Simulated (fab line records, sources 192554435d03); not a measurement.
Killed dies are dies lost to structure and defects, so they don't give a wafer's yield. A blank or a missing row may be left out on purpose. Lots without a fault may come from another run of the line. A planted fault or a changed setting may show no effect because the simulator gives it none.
A struck lot beside a sound one | flow n5_finfet | 27 steps out of a route of 1938
Sound: wafers L517.2, L517.4, L517.6. Struck: wafers L526.2, L526.4, L526.5. The cause comes at the end.
At each step with rows: each side's tool, then ch and its chambers, then its first start. Under that, the readings that differ: sound wafers | struck wafers | difference of the means | sigmas: that difference in standard deviations of wafers without a fault.
alike: readings whose means differ by less than 2 such deviations, and words and numbers that are the same on both sides. not compared: withheld readings, readings that some wafer has no value for, bounds like >300 that may hide the same value, and numbers for which the record gives no deviation and whose values overlap.
The two part at a step that has a row with sigmas, a row that says differs or no value, or rows on one side only. Numbers that don't overlap but have no deviation are shown without sigmas and don't part them. A reading that every wafer of one side lacks parts them only if that side has two wafers or more.

first, 8 steps without rows for these wafers: N5_BEOL_M4_PRE_CLEAN_60 (time 15 s); N5_BEOL_M4_CO_CAP_55 (material Co, precursor CCTBA/H2, target thk 2 nm, time 102.1 s); N5_BEOL_M4_PRE_CLEAN_56 (time 15 s); N5_BEOL_M4_DEP_57 (deposits SiCN from 3MS/NH3, target thk 8 nm, time 14 s); N5_BEOL_M5_ILD_DEP_00 (deposits SiCOH lowk from DEMS/porogen, target thk 140.64 nm, time 25.9 s); N5_BEOL_M5_CURE_79 (cures SiCOH lowk, time 240 s); N5_BEOL_M5_PECVD_70 (deposits SiO2 from TEOS/O2, target thk 16 nm, time 18 s); N5_BEOL_M5_HM_DEP_02 (deposits TiN, target thk 20 nm).
N5_BEOL_M5_COAT_59: time 60 s, resist thk 60 nm.
  sound on litho_track-02 ch 0, day 11 09:01; struck on litho_track-02 ch 0, day 13 08:35
  reading                                  | sound                | struck               | difference | sigmas
  spin_speed_rpm (rpm)                     | 1498.8 1499.6 1500.3 | 1320.7 1321.6 1319.9 | -178.8     | -99 or more
  model.SOC_of_BEOL_M5_COAT_59.thk_nm (nm) | 60 59.8 60           | 63.8 63.8 63.8       | +3.9       |
  alike: chill_plate_temp_C, plate_temp_C
then, 11 steps without rows for these wafers: N5_BEOL_M5_COAT_60 (time 60 s, resist thk 12 nm); N5_BEOL_M5_COAT_71 (time 60 s, resist thk 5 nm); N5_BEOL_M5_COAT_05 (resist thk 30 nm); N5_BEOL_M5_EBR_07; N5_BEOL_M5_SOFTBAKE_06 (time 60 s); N5_BEOL_M5_EXPOSE_08 (exposes mask M5, target cd 28 nm); N5_BEOL_M5_PEB_09 (peb time 60 s); N5_BEOL_M5_DEVELOP_10 (develop time 30 s); N5_BEOL_M5_DESCUM_16 (chemistry O2, time 7 s); N5_BEOL_M5_ETCH_72 (etches underlayer in N2/H2, target depth 6.5 nm, time 5.2 s); N5_BEOL_M5_ETCH_61 (etches SiARC in CF4, target depth 15.6 nm, time 26 s).
N5_BEOL_M5_ETCH_62: etches SOC in N2/H2, target depth 75 nm, overetch 15 nm, time 112.5 s.
  sound on rie_diel-01 ch 1,2,3, day 11 09:37; struck on rie_diel-01 ch 0,1,2, day 13 09:10
  reading                  | sound             | struck           | difference | sigmas
  model.etch.depth_nm (nm) | 60.07 59.86 59.97 | 63.73 63.7 63.79 | +3.77      |
  alike: drypump_motor_current_A, oes_product_au, rf_vpp_V, showerhead_plenum_p_Torr, temp_c, throttle_valve_pct
  not compared: rf_hours_counter_h
then, 3 steps without rows for these wafers: N5_BEOL_M5_STRIP_63 (strips in N2/H2); N5_BEOL_M5_STRIP_73 (strips in N2/H2); N5_BEOL_M5_STRIP_64 (strips in CF4).
N5_BEOL_M5_HM_OPEN_17: chemistry Cl2/BCl3, target TiN, target depth 20 nm, overetch 6 nm.
  sound on rie_metal-01 ch 0,1, day 11 09:47; struck on rie_metal-01 ch 0,1, day 13 09:20
  reading                                  | sound          | struck         | difference | sigmas
  model.SOC_of_BEOL_M5_COAT_59.thk_nm (nm) | 52.2 51.6 51.8 | 55.4 55.8 55.8 | +3.8       |
  alike: drypump_motor_current_A, oes_product_au, throttle_valve_pct
  not compared: rf_hours_counter_h
then, 1 step without rows for these wafers: N5_BEOL_M5_STRIP_19 (strips in O2).
-- the record jumps here: 4 days lie between the struck wafers' starts before and after (it left off in module BEOL_M5 and takes up again in module PASSIVATION, whose first step shown is number 1936 of the route) --
N5_PASSIVATION_PROBE_49:
  sound on prober-01, day 15 13:05; struck on prober-01, day 17 09:19
  reading         | sound  | struck   | difference | sigmas
  killed_at_M4_up | 15 8 3 | 23 16 17 | +10        | +2
  alike: defect_limited_yield, killed_at_M0_to_M3, killed_at_contacts, killed_at_front_end, killed_at_other, killed_dies, killed_open, killed_short, sort_bin_4_leakage, sort_bin_5_function, sort_bin_6_memory, sort_n_pass, sort_yield_pct

WHERE THEY PART
First at N5_BEOL_M5_COAT_59; last, within this record, at N5_PASSIVATION_PROBE_49.

WHY: what the simulator had put in
Process parameter drift: litho_track-02, from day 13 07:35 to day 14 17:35, at N5_BEOL_M5_COAT_59. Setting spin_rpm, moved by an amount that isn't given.
